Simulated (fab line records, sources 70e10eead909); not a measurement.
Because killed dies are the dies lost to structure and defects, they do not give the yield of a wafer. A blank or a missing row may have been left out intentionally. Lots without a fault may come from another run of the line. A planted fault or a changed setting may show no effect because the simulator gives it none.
fab line records	flow nandHarc	part 1 of 2: steps 1 to 19 of 27
record: lots: 5	wafers: 15	lastDay: 33
route steps=1302 shown A_CONTACT@995
lots that met no fault: from a run of the same line without faults
startH: the number of hours between the record's first day and the start of the first shown wafer of the lot	waitH: how many hours have passed since the lot's step before this one	" as in the row above	L1.1+2: a row that stands for several wafers	- either no value or no given start	* or withheld: withheld	< > ~ a bound
route shown NAME@n: a module of which the file shows steps, and the number in the route of the first	usual: mean and standard deviation over wafers with no fault	same: alike in all rows	chamber/n: place in a boat	sites: per-site readings	_std_site: the values' standard deviation	_edge_site: the outer-site mean with the inner-site mean subtracted	radiusMm: how far each site lies from the wafer's centre	mask NAME#n: copy n	behind: the last tool/chamber to shape the wafer	hold: why the lot went on hold/how many hours it stayed there/how the hold came to an end	device: whichever transistor did not switch (one of n, p or np)	end of line: the tests these same wafers got at the end of their route	step lacking rows: just its recipe	killed: not the wafer's yield, but the dies lost to structure and defects at the first sort	map: a wafer's dies, marking killed ones x, the rest . and places with no die _
set.NAME: the setting that was run; set.NAME@STEP: the one run at that earlier step	model.NAME: the simulator's own value behind a step, which no gauge read
lots at selected steps of the route; one table per step, one row per wafer
services: a tool's chamber out of use, with start hour (startH, from the record's first day; less than 0 if before it), hours out, and reason
== steps ==
step: NHARC_A_CONTACT_PEB_40
recipe: pebTempC: 100	pebTimeS: 65
usual: exhaustPa: 45.1/0.93	plateTempC: 99.97/0.13
lot.wafer	tool	chamber	startH	waitH	exhaustPa	plateTempC
L074.2	lithoTrack-04	0	506.06	0.1	44.5	99.82
L074.3	"	0	"	"	44.4	99.71
L074.5	"	0	"	"	44.1	99.94
L080.2	lithoTrack-01	0	548.31	0.1	44.3	100.02
L080.4	"	0	"	"	43.9	99.95
L080.6	"	0	"	"	44.1	99.94
L088.3	lithoTrack-01	0	647.50	0.0	46.1	99.79
L088.4	"	0	"	"	45.0	99.90
L088.6	"	0	"	"	45.6	99.85
L091.4	lithoTrack-04	0	683.86	0.0	44.2	100.14
L091.5	"	0	"	"	45.3	99.99
L091.6	"	0	"	"	46.3	100.06
L093.1	lithoTrack-04	0	690.19	0.1	44.5	100.12
L093.4	"	0	"	"	45.7	100.13
L093.5	"	0	"	"	46.4	100.21
step: NHARC_A_CONTACT_DEVELOP_41
recipe: developTimeS: 35	devTempC: 23
usual: exhaustPa: 45.0/0.91
lot.wafer	tool	chamber	startH	waitH	exhaustPa
L074.2	lithoTrack-04	0	-	-	44.2
L074.3	"	0	"	"	43.5
L074.5	"	0	"	"	45.4
L080.2	lithoTrack-01	0	-	-	45.7
L080.4	"	0	"	"	45.9
L080.6	"	0	"	"	45.1
L088.3	lithoTrack-01	0	-	-	44.1
L088.4	"	0	"	"	44.6
L088.6	"	0	"	"	44.6
L091.4	lithoTrack-04	0	-	-	45.8
L091.5	"	0	"	"	44.5
L091.6	"	0	"	"	44.9
L093.1	lithoTrack-04	0	-	-	45.3
L093.4	"	0	"	"	45.3
L093.5	"	0	"	"	45.3
step: NHARC_A_CONTACT_CD_MEAS_42
recipe: targetCdNm: 300	landingEnergyEv: 500
usual: cdNm: 300.1/0.53
same: landingEnergyEv: 500
lot.wafer	tool	chamber	startH	waitH	cdNm
L074.2	cdSem-01	0	506.14	-	300.6
L074.3	"	0	"	"	300.7
L074.5	"	0	"	"	300.4
L080.2	cdSem-02	0	548.39	-	298.8
L080.4	"	0	"	"	299.2
L080.6	"	0	"	"	299.7
L088.3	cdSem-03	0	647.58	-	299.6
L088.4	"	0	"	"	300.0
L088.6	"	0	"	"	299.6
L091.4	cdSem-01	0	683.94	-	299.6
L091.5	"	0	"	"	299.5
L091.6	"	0	"	"	299.8
L093.1	cdSem-01	0	690.27	-	300.2
L093.4	"	0	"	"	300.3
L093.5	"	0	"	"	299.9
step: NHARC_A_CONTACT_OVL_MEAS_43
usual: overlayXNm: 0.0/0.77	overlayYNm: -0.3/0.76
lot.wafer	tool	chamber	startH	waitH	overlayXNm	overlayYNm
L074.2	overlay-02	-	506.23	-	-0.6	-1.0
L074.3	"	-	"	"	0.1	-0.7
L074.5	"	-	"	"	-0.5	-0.7
L080.2	overlay-02	-	548.47	-	-0.8	-0.4
L080.4	"	-	"	"	-0.9	-0.5
L080.6	"	-	"	"	-1.4	0.1
L088.3	overlay-02	-	647.67	-	-0.4	-0.1
L088.4	"	-	"	"	-0.4	-0.4
L088.6	"	-	"	"	-0.5	-0.4
L091.4	overlay-01	-	684.03	-	-1.0	-1.8
L091.5	"	-	"	"	-1.2	-1.9
L091.6	"	-	"	"	-1.2	-2.1
L093.1	overlay-01	-	690.36	-	0.5	-1.6
L093.4	"	-	"	"	0.4	-2.2
L093.5	"	-	"	"	0.7	-1.9
step: NHARC_A_CONTACT_INSPECT_44
usual: rawDefectCount: 78/38
lot.wafer	tool	chamber	startH	waitH	rawDefectCount
L074.2	defectInspect-02	-	506.27	0.0	13
L074.3	"	-	"	"	16
L074.5	"	-	"	"	17
L080.2	defectInspect-01	-	548.51	0.0	83
L080.4	"	-	"	"	71
L080.6	"	-	"	"	66
L088.3	defectInspect-01	-	647.70	0.0	78
L088.4	"	-	"	"	54
L088.6	"	-	"	"	51
L091.4	defectInspect-01	-	684.06	0.0	74
L091.5	"	-	"	"	81
L091.6	"	-	"	"	69
L093.1	defectInspect-01	-	690.40	0.0	27
L093.4	"	-	"	"	25
L093.5	"	-	"	"	45
step: NHARC_A_CONTACT_DESCUM_47
recipe: timeS: 3	o2FlowSccm: 200	arFlowSccm: 0	biasPowerW: 0	chemistry: O2
usual: drypumpMotorCurrentA: 5.6/0.44	o2FlowSccm: 199.9/0.67	oesProductAu: 0.997/0.015	rfVppV: 57.8/0.82	showerheadPlenumPTorr: 1.93/0.093	throttleValvePct: 11.312/0.01
same: timeS: 3
lot.wafer	tool	chamber	startH	waitH	drypumpMotorCurrentA	o2FlowSccm	oesProductAu	rfHoursCounterH	rfVppV	showerheadPlenumPTorr	throttleValvePct
L074.3	rieDiel-04	3	506.34	0.1	4.8	200.3	1.012	21	57.9	1.83	11.300
L074.2	"	0	"	"	6.1	200.0	1.000	23	58.4	1.81	11.332
L074.5	"	2	"	"	5.7	199.8	0.994	-	58.3	2.00	11.301
L080.2	rieDiel-04	1	548.57	0.1	6.2	200.8	0.978	0	57.8	2.00	11.307
L080.4	"	0	"	"	6.1	199.7	1.003	1	58.9	1.81	11.306
L080.6	"	1	"	"	6.2	200.8	0.978	-	58.0	2.00	11.309
L088.3	rieDiel-02	0	647.78	0.1	5.8	201.6	0.969	28	58.8	2.07	11.301
L088.4	"	1	"	"	5.6	199.1	1.002	27	58.6	2.05	11.293
L088.6	"	3	"	"	5.2	201.0	1.008	-	56.5	1.90	11.310
L091.4	rieDiel-04	2	684.14	0.1	5.6	199.9	1.011	21	56.1	1.99	11.316
L091.5	"	0	"	"	6.1	199.7	1.010	-	56.5	1.80	11.316
L091.6	"	1	"	"	6.2	199.3	0.974	-	58.5	1.99	11.316
L093.4	rieDiel-03	3	690.47	0.1	5.6	200.2	1.010	12	57.1	1.87	11.317
L093.1	"	1	"	"	5.8	199.9	0.993	16	57.8	2.03	11.333
L093.5	"	3	"	"	5.6	199.4	1.010	-	56.3	1.87	11.320
step: NHARC_A_CONTACT_ETCH_48
recipe: targetDepthA: 390	overEtchFrac: 0.3	timeS: 65	ionEnergyEv: 80	cf4FlowSccm: 150	arFlowSccm: 0	rfW: 300	biasW: 100	chemistry: CF4
usual: drypumpMotorCurrentA: 5.6/0.45	oesProductAu: 0.995/0.016	rfVppV: 151.4/1.3	showerheadPlenumPTorr: 1.78/0.081	throttleValvePct: 13.282/0.0095
same: timeS: 65
lot.wafer	tool	chamber	startH	waitH	drypumpMotorCurrentA	oesProductAu	rfHoursCounterH	rfVppV	showerheadPlenumPTorr	throttleValvePct
L074.2	rieDiel-04	0	506.41	0.1	6.1	0.981	23	150.5	1.68	13.284
L074.3	"	1	"	"	6.2	0.979	25	152.0	1.84	13.294
L074.5	"	1	"	"	6.2	0.998	-	153.5	1.84	13.284
L080.2	rieDiel-04	3	548.83	0.3	4.8	0.991	1	150.3	1.70	13.293
L080.4	"	0	"	"	6.1	0.996	1	150.1	1.68	13.296
L080.6	"	1	"	"	6.2	0.973	-	150.7	1.84	13.276
L088.4	rieDiel-02	3	647.85	0.1	5.2	0.986	24	150.7	1.76	13.276
L088.3	"	1	"	"	5.6	0.996	27	152.8	1.88	13.269
L088.6	"	3	"	"	5.2	0.996	-	151.8	1.76	13.286
L091.4	rieDiel-04	2	684.21	0.1	5.6	1.009	21	152.2	1.83	13.285
L091.5	"	1	"	"	6.2	0.984	-	152.5	1.84	13.283
L091.6	"	2	"	"	5.6	1.001	-	151.1	1.83	13.263
L093.4	rieDiel-03	3	690.54	0.1	5.6	1.001	12	151.2	1.73	13.288
L093.1	"	2	"	"	5.4	0.987	14	151.8	1.77	13.286
L093.5	"	3	"	"	5.6	1.010	-	150.9	1.73	13.274
step: NHARC_A_CONTACT_ETCH_49
recipe: targetDepthA: 2600	overEtchFrac: 0.3	timeS: 475.3	ionEnergyEv: 200	n2FlowSccm: 150	h2FlowSccm: 150	arFlowSccm: 0	rfW: 400	biasW: 150	chemistry: N2/H2
usual: drypumpMotorCurrentA: 5.6/0.45	oesProductAu: 0.995/0.015	rfVppV: 431.0/2.8	showerheadPlenumPTorr: 2.06/0.1	throttleValvePct: 14.172/0.0091
same: timeS: 475.3
lot.wafer	tool	chamber	startH	waitH	drypumpMotorCurrentA	oesProductAu	rfHoursCounterH	rfVppV	showerheadPlenumPTorr	throttleValvePct
L074.2	rieDiel-04	1	-	-	6.2	0.997	25	434.6	2.14	14.167
L074.3	"	3	"	"	4.8	1.010	21	428.7	1.95	14.195
L074.5	"	0	"	"	6.1	0.987	-	427.1	1.92	14.181
L080.2	rieDiel-04	0	-	-	6.1	0.994	2	426.9	1.92	14.186
L080.4	"	3	"	"	4.8	0.991	1	427.6	1.95	14.187
L080.6	"	0	"	"	6.1	0.996	-	425.6	1.92	14.162
L088.4	rieDiel-02	3	-	-	5.2	0.994	24	429.9	2.03	14.172
L088.3	"	0	"	"	5.8	0.974	28	435.4	2.21	14.164
L088.6	"	3	"	"	5.2	0.998	-	430.7	2.03	14.168
L091.4	rieDiel-04	3	-	-	4.8	0.981	22	427.6	1.94	14.171
L091.5	"	0	"	"	6.1	1.008	-	427.8	1.92	14.189
L091.6	"	1	"	"	6.2	0.974	-	432.7	2.13	14.185
L093.4	rieDiel-03	2	-	-	5.4	0.985	14	431.1	2.04	14.144
L093.1	"	3	"	"	5.6	1.009	12	429.4	1.99	14.165
L093.5	"	1	"	"	5.8	0.998	-	433.1	2.16	14.157
step: NHARC_A_CONTACT_ETCH_50
recipe: targetDepthA: 1210	timeS: 60.5	cf4FlowSccm: 100	chf3FlowSccm: 30	arFlowSccm: 0	rfW: 500	biasW: 200	chemistry: CF4/CHF3
usual: drypumpMotorCurrentA: 5.6/0.46	oesProductAu: 0.949/0.021	rfVppV: 371.0/2.6	showerheadPlenumPTorr: 1.59/0.074	throttleValvePct: 16.802/0.0081
same: timeS: 60.5
lot.wafer	tool	chamber	startH	waitH	drypumpMotorCurrentA	oesProductAu	rfHoursCounterH	rfVppV	showerheadPlenumPTorr	throttleValvePct
L074.2	rieDiel-04	0	-	-	6.1	0.972	23	366.2	1.49	16.801
L074.3	"	1	"	"	6.2	0.960	25	373.3	1.64	16.793
L074.5	"	1	"	"	6.2	0.960	-	373.2	1.64	16.797
L080.4	rieDiel-04	3	-	-	4.8	0.927	1	368.2	1.51	16.804
L080.2	"	0	"	"	6.1	0.938	2	366.3	1.49	16.808
L080.6	"	3	"	"	4.8	0.933	-	367.4	1.51	16.797
L088.4	rieDiel-02	0	-	-	5.8	0.890	28	374.0	1.69	16.794
L088.3	"	1	"	"	5.6	0.927	27	374.3	1.68	16.799
L088.6	"	3	"	"	5.2	0.931	-	369.8	1.56	16.784
L091.4	rieDiel-04	1	-	-	6.2	0.939	21	372.7	1.63	16.792
L091.5	"	0	"	"	6.1	0.962	-	368.5	1.49	16.813
L091.6	"	1	"	"	6.1	0.940	-	372.6	1.64	16.794
L093.1	rieDiel-03	0	-	-	5.2	0.963	13	372.1	1.68	16.800
L093.4	"	3	"	"	5.6	0.983	12	370.4	1.54	16.806
L093.5	"	1	"	"	5.8	0.976	-	374.6	1.66	16.790
step: NHARC_A_CONTACT_ETCH_51
recipe: targetDepthA: 70000	overEtchFrac: 0.3	timeS: 1820	ionEnergyEv: 150	o2FlowSccm: 400	cosFlowSccm: 20	arFlowSccm: 0	rfW: 500	biasW: 300	chemistry: O2/COS
usual: drypumpMotorCurrentA: 5.6/0.46	o2FlowSccm: 399.9/1.1	oesProductAu: 0.997/0.014	rfVppV: 314.6/2.2	showerheadPlenumPTorr: 3.15/0.15	throttleValvePct: 28.330/0.0083
same: timeS: 1820
lot.wafer	tool	chamber	startH	waitH	drypumpMotorCurrentA	o2FlowSccm	oesProductAu	rfHoursCounterH	rfVppV	showerheadPlenumPTorr	throttleValvePct
L074.3	rieDiel-04	1	-	-	6.2	400.9	0.995	25	315.8	3.26	28.333
L074.2	"	2	"	"	5.7	401.3	0.986	25	316.1	3.25	28.324
L074.5	"	3	"	"	4.8	400.7	1.005	-	313.1	3.00	28.337
L080.4	rieDiel-04	0	-	-	6.1	399.5	1.001	2	312.1	2.96	28.332
L080.2	"	2	"	"	5.6	399.0	0.998	2	317.1	3.25	28.330
L080.6	"	0	"	"	6.1	400.9	1.005	-	312.9	2.96	28.339
L088.4	rieDiel-02	3	-	-	5.3	400.3	0.990	25	312.6	3.10	28.329
L088.3	"	2	"	"	5.9	399.8	1.016	24	315.2	3.19	28.329
L088.6	"	0	"	"	5.8	400.3	0.969	-	318.9	3.36	28.335
L091.4	rieDiel-04	1	-	-	6.2	399.6	0.979	22	316.5	3.24	28.316
L091.6	"	3	"	"	4.8	399.0	0.992	-	310.9	2.98	28.323
L091.5	"	0	"	"	6.1	399.9	1.009	-	311.8	2.95	28.345
L093.1	rieDiel-03	0	-	-	5.2	397.1	0.995	14	318.5	3.34	28.332
L093.4	"	1	"	"	5.8	401.0	1.006	16	316.4	3.29	28.334
L093.5	"	1	"	"	5.8	399.4	0.997	-	315.3	3.29	28.339
step: NHARC_A_CONTACT_ETCH_111
recipe: sourceW: withheld	pressureMtorr: 20	biasV: withheld	timeS: 140	targetDepthA: 7000	arFlowSccm: withheld	c4f8FlowSccm: withheld	o2FlowSccm: withheld	chemistry: C4F8/O2/Ar
same: timeS: 140
lot.wafer	tool	chamber	startH	waitH	rfHoursCounterH
L074.2	harCapEtch-02	1	508.15	-	85
L074.3	"	1	"	"	-
L074.5	"	1	"	"	-
L080.2	harCapEtch-01	1	551.27	-	8
L080.4	"	1	"	"	-
L080.6	"	0	"	"	-
L088.4	harCapEtch-03	0	649.79	-	-
L088.3	"	1	"	"	-
L088.6	"	1	"	"	-
L091.4	harCapEtch-01	0	686.03	-	-
L091.6	"	1	"	"	-
L091.5	"	0	"	"	-
L093.1	harCapEtch-01	0	692.28	-	29
L093.4	"	0	"	"	-
L093.5	"	0	"	"	-
step: NHARC_A_CONTACT_ETCH_112
recipe: sourceW: withheld	pressureMtorr: 20	biasV: 3000	timeS: 190	targetDepthA: 18500	arFlowSccm: withheld	c4f8FlowSccm: withheld	o2FlowSccm: withheld	chemistry: C4F8/O2/Ar
same: timeS: 190
lot.wafer	tool	chamber	startH	waitH	rfHoursCounterH
L074.2	harCapEtch-02	1	508.35	0.2	85
L074.3	"	1	"	"	-
L074.5	"	1	"	"	-
L080.2	harCapEtch-01	1	551.48	0.2	8
L080.4	"	1	"	"	-
L080.6	"	0	"	"	-
L088.4	harCapEtch-03	0	650.05	0.2	-
L088.3	"	1	"	"	-
L088.6	"	1	"	"	-
L091.4	harCapEtch-01	0	686.21	0.2	-
L091.6	"	1	"	"	-
L091.5	"	0	"	"	-
L093.1	harCapEtch-01	0	692.47	0.2	29
L093.4	"	0	"	"	-
L093.5	"	0	"	"	-
step: NHARC_A_CONTACT_ETCH_113
recipe: sourceW: withheld	pressureMtorr: 20	biasV: 3000	timeS: 190	targetDepthA: 18500	arFlowSccm: withheld	c4f8FlowSccm: withheld	o2FlowSccm: withheld	chemistry: C4F8/O2/Ar
same: timeS: 190
lot.wafer	tool	chamber	startH	waitH	rfHoursCounterH
L074.2	harCapEtch-02	1	508.52	0.1	86
L074.3	"	1	"	"	-
L074.5	"	1	"	"	-
L080.2	harCapEtch-01	1	551.65	0.1	8
L080.4	"	1	"	"	-
L080.6	"	0	"	"	-
L088.4	harCapEtch-03	0	650.27	0.2	-
L088.3	"	1	"	"	-
L088.6	"	1	"	"	-
L091.4	harCapEtch-01	0	686.38	0.1	-
L091.6	"	1	"	"	-
L091.5	"	0	"	"	-
L093.1	harCapEtch-01	0	692.64	0.1	29
L093.4	"	0	"	"	-
L093.5	"	0	"	"	-
step: NHARC_A_CONTACT_ETCH_114
recipe: sourceW: withheld	pressureMtorr: 20	biasV: 3000	timeS: 190	targetDepthA: 18500	arFlowSccm: withheld	c4f8FlowSccm: withheld	o2FlowSccm: withheld	chemistry: C4F8/O2/Ar
same: timeS: 190
lot.wafer	tool	chamber	startH	waitH	rfHoursCounterH
L074.2	harCapEtch-02	1	508.69	0.1	86
L074.3	"	1	"	"	-
L074.5	"	1	"	"	-
L080.2	harCapEtch-01	1	551.82	0.1	9
L080.4	"	1	"	"	-
L080.6	"	0	"	"	-
L088.4	harCapEtch-03	0	650.50	0.2	-
L088.3	"	1	"	"	-
L088.6	"	1	"	"	-
L091.4	harCapEtch-01	0	686.55	0.1	-
L091.6	"	1	"	"	-
L091.5	"	0	"	"	-
L093.1	harCapEtch-01	0	692.81	0.1	29
L093.4	"	0	"	"	-
L093.5	"	0	"	"	-
step: NHARC_A_CONTACT_ETCH_115
recipe: sourceW: withheld	pressureMtorr: 20	biasV: 3000	timeS: 190	targetDepthA: 18500	arFlowSccm: withheld	c4f8FlowSccm: withheld	o2FlowSccm: withheld	chemistry: C4F8/O2/Ar
same: timeS: 190
lot.wafer	tool	chamber	startH	waitH	rfHoursCounterH
L074.2	harCapEtch-02	1	508.87	0.1	86
L074.3	"	1	"	"	-
L074.5	"	1	"	"	-
L080.2	harCapEtch-01	1	551.99	0.1	9
L080.4	"	1	"	"	-
L080.6	"	0	"	"	-
L088.4	harCapEtch-03	0	650.72	0.2	-
L088.3	"	1	"	"	-
L088.6	"	1	"	"	-
L091.4	harCapEtch-01	0	686.72	0.1	-
L091.6	"	1	"	"	-
L091.5	"	0	"	"	-
L093.1	harCapEtch-01	0	692.98	0.1	29
L093.4	"	0	"	"	-
L093.5	"	0	"	"	-
step: NHARC_A_CONTACT_ETCH_116
recipe: sourceW: withheld	pressureMtorr: 20	biasV: 3000	timeS: 190	targetDepthA: 18500	arFlowSccm: withheld	c4f8FlowSccm: withheld	o2FlowSccm: withheld	chemistry: C4F8/O2/Ar
same: timeS: 190
lot.wafer	tool	chamber	startH	waitH	rfHoursCounterH
L074.2	harCapEtch-02	1	509.04	0.1	86
L074.3	"	1	"	"	-
L074.5	"	1	"	"	-
L080.2	harCapEtch-01	1	552.16	0.1	9
L080.4	"	1	"	"	-
L080.6	"	0	"	"	-
L088.4	harCapEtch-03	0	650.95	0.2	-
L088.3	"	1	"	"	-
L088.6	"	1	"	"	-
L091.4	harCapEtch-01	0	686.90	0.1	-
L091.6	"	1	"	"	-
L091.5	"	0	"	"	-
L093.1	harCapEtch-01	0	693.16	0.1	30
L093.4	"	0	"	"	-
L093.5	"	0	"	"	-
step: NHARC_A_CONTACT_ETCH_117
recipe: sourceW: withheld	pressureMtorr: 20	biasV: 3000	timeS: 190	targetDepthA: 18500	arFlowSccm: withheld	c4f8FlowSccm: withheld	o2FlowSccm: withheld	chemistry: C4F8/O2/Ar
same: timeS: 190
lot.wafer	tool	chamber	startH	waitH	rfHoursCounterH
L074.2	harCapEtch-02	1	509.21	0.1	86
L074.3	"	1	"	"	-
L074.5	"	1	"	"	-
L080.2	harCapEtch-01	1	552.33	0.1	9
L080.4	"	1	"	"	-
L080.6	"	0	"	"	-
L088.4	harCapEtch-03	0	651.18	0.2	-
L088.3	"	1	"	"	-
L088.6	"	1	"	"	-
L091.4	harCapEtch-01	0	687.07	0.1	-
L091.6	"	1	"	"	-
L091.5	"	0	"	"	-
L093.1	harCapEtch-01	0	693.33	0.1	30
L093.4	"	0	"	"	-
L093.5	"	0	"	"	-
step: NHARC_A_CONTACT_ETCH_118
recipe: sourceW: withheld	pressureMtorr: 20	biasV: 3000	timeS: 190	targetDepthA: 18500	arFlowSccm: withheld	c4f8FlowSccm: withheld	o2FlowSccm: withheld	chemistry: C4F8/O2/Ar
same: timeS: 190
lot.wafer	tool	chamber	startH	waitH	rfHoursCounterH
L074.2	harCapEtch-02	1	509.38	0.1	86
L074.3	"	1	"	"	-
L074.5	"	1	"	"	-
L080.2	harCapEtch-01	1	552.50	0.1	9
L080.4	"	1	"	"	-
L080.6	"	0	"	"	-
L088.4	harCapEtch-03	0	651.41	0.2	-
L088.3	"	1	"	"	-
L088.6	"	1	"	"	-
L091.4	harCapEtch-01	0	687.24	0.1	-
L091.6	"	1	"	"	-
L091.5	"	0	"	"	-
L093.1	harCapEtch-01	0	693.50	0.1	30
L093.4	"	0	"	"	-
L093.5	"	0	"	"	-
step: NHARC_A_CONTACT_ETCH_119
recipe: sourceW: withheld	pressureMtorr: 20	biasV: 3000	timeS: 190	targetDepthA: 18500	arFlowSccm: withheld	c4f8FlowSccm: withheld	o2FlowSccm: withheld	chemistry: C4F8/O2/Ar
same: timeS: 190
lot.wafer	tool	chamber	startH	waitH	rfHoursCounterH
L074.2	harCapEtch-02	1	509.60	0.2	87
L074.3	"	1	"	"	-
L074.5	"	1	"	"	-
L080.2	harCapEtch-01	1	552.67	0.1	9
L080.4	"	1	"	"	-
L080.6	"	0	"	"	-
L088.4	harCapEtch-03	0	651.63	0.2	-
L088.3	"	1	"	"	-
L088.6	"	1	"	"	-
L091.4	harCapEtch-01	0	687.41	0.1	-
L091.6	"	1	"	"	-
L091.5	"	0	"	"	-
L093.1	harCapEtch-01	0	693.67	0.1	30
L093.4	"	0	"	"	-
L093.5	"	0	"	"	-
